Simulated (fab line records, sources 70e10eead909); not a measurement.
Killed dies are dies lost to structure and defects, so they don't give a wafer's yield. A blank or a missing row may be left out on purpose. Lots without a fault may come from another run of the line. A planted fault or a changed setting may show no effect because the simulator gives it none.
Chamber matching | flow nand_harc | NHARC_A_ZERO_WELL_ETCH_13 on rie_si-03: 4 sister chambers
The step etches the open film in HBr/Cl2, target depth 120 nm, time 40.1 s. 16 wafers are shown with their chamber, then 8 later ones without.

WAFERS WITH THEIR CHAMBER
wafer  | chamber | drypump_motor_current_A (A) | hbr_flow_sccm (sccm) | oes_product_au (a.u.)
L077.4 | 3       | 5.4                         | 149.8                | 1.000
L077.5 | 3       | 5.4                         | 150.1                | 1.011
L077.6 | 0       | 5.7                         | 150.3                | 0.990
L078.2 | 3       | 5.5                         | 150.6                | 0.999
L078.4 | 1       | 6.1                         | 150.2                | 1.003
L078.6 | 1       | 6.2                         | 151.0                | 1.000
L082.1 | 2       | 6.3                         | 148.9                | 1.000
L082.5 | 1       | 6.2                         | 150.5                | 1.002
L082.6 | 2       | 6.3                         | 150.5                | 0.999
L085.2 | 2       | 6.3                         | 150.0                | 0.997
L085.4 | 3       | 5.4                         | 150.4                | 0.997
L085.6 | 3       | 5.4                         | 150.2                | 0.994
L086.2 | 2       | 6.3                         | 150.2                | 1.001
L086.5 | 3       | 5.4                         | 150.3                | 1.010
L086.6 | 0       | 5.8                         | 150.7                | 1.002
L088.2 | 0       | 5.8                         | 148.5                | 1.001

SIGNATURES (means of the wafers above)
reading                 | chamber 0 | chamber 1 | chamber 2 | chamber 3 | scatter within a chamber
drypump_motor_current_A | 5.767     | 6.167     | 6.300     | 5.417     | 0.0425
hbr_flow_sccm           | 149.833   | 150.567   | 149.900   | 150.233   | 0.639
oes_product_au          | 0.99767   | 1.00167   | 0.99925   | 1.00183   | 0.00539
Rule: a wafer's distance from a chamber is the root of the sum, over the readings, of the square of ((its reading less the chamber's mean) divided by the reading's scatter). The wafer belongs to the nearest chamber; if the next one is less than 2 further off, it can't be placed. The scatter: the root of (the sum of the squares of (reading less its chamber's mean) over the shown wafers, divided by (wafers less chambers)).

WAFERS WITHOUT THEIR CHAMBER
wafer  | drypump_motor_current_A (A) | hbr_flow_sccm (sccm) | oes_product_au (a.u.)
L088.4 | 5.5                         | 150.4                | 1.002
L088.5 | 6.3                         | 149.8                | 0.997
L093.3 | 6.1                         | 150.0                | 1.000
L093.5 | 6.3                         | 150.2                | 1.002
L093.6 | 5.4                         | 150.1                | 0.999
L094.2 | 5.7                         | 149.6                | 0.995
L094.3 | 5.4                         | 149.7                | 1.007
L094.4 | 6.1                         | 149.7                | 0.982

WHICH CHAMBER EACH WENT THROUGH
wafer  | from the rows above     | in truth
L088.4 | 3                       | 3
L088.5 | 2                       | 2
L093.3 | 1                       | 1
L093.5 | 2                       | 2
L093.6 | 3                       | 3
L094.2 | 0                       | 0
L094.3 | 3                       | 3
L094.4 | can't be placed: 1 or 2 | 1
Placed correctly: 7 of 8. Can't be placed from these rows: 1 (the true chamber is among the candidates in 1). Placed wrongly: 0.
